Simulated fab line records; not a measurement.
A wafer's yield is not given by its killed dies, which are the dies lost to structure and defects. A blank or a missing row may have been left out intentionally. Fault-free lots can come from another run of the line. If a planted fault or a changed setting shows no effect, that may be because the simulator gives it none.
Matching of chambers | flow nand harc | rie diel-08 running NHARC_P_ZERO_WELL_DESCUM_13: 4 sister chambers
The step chemistry O2, time 3 s. 8 wafers are shown with their chamber, then 7 later ones without.

WAFERS WITH THEIR CHAMBER
wafer  | chamber | showerhead plenum p Torr (Torr) | drypump motor current A (A)
L076.3 | 3       | 2.03                            | 6.4
L078.2 | 3       | 2.03                            | 6.3
L084.1 | 2       | 2.00                            | 5.9
L086.1 | 2       | 1.99                            | 5.9
L086.3 | 1       | 1.87                            | 5.5
L086.4 | 0       | 1.80                            | 5.8
L092.2 | 0       | 1.80                            | 5.8
L092.3 | 1       | 1.87                            | 5.4

WAFERS MISSING THEIR CHAMBER
wafer  | showerhead plenum p Torr (Torr) | drypump motor current A (A)
L092.5 | 1.99                            | 5.9
L094.2 | 2.01                            | 6.3
L094.3 | 1.79                            | 5.8
L094.5 | 2.01                            | 6.4
L096.1 | 2.01                            | 6.4
L096.3 | 1.98                            | 5.9
L096.4 | 1.79                            | 5.8

WHICH CHAMBER EACH WENT THROUGH
wafer  | from the rows above | in truth
L092.5 | 2                   | 2
L094.2 | 3                   | 3
L094.3 | 0                   | 0
L094.5 | 3                   | 3
L096.1 | 3                   | 3
L096.3 | 2                   | 2
L096.4 | 0                   | 0
7 of 7 placed correctly. Can't be placed from these rows: 0. 0 placed wrongly.
How it was worked out, from the rows above alone: a wafer's distance from a chamber is the root of the sum, over the readings, of the square of ((its reading less the chamber's mean) divided by the reading's scatter). If the next closest chamber is less than 2 further off than the closest, the wafer can't be placed; otherwise it belongs to the closest. A chamber's mean is the mean of its shown wafers. How the scatter is found: for the shown wafers, subtract from each reading the mean of its chamber, square and add these, divide the total by (wafers less chambers), then take the root.
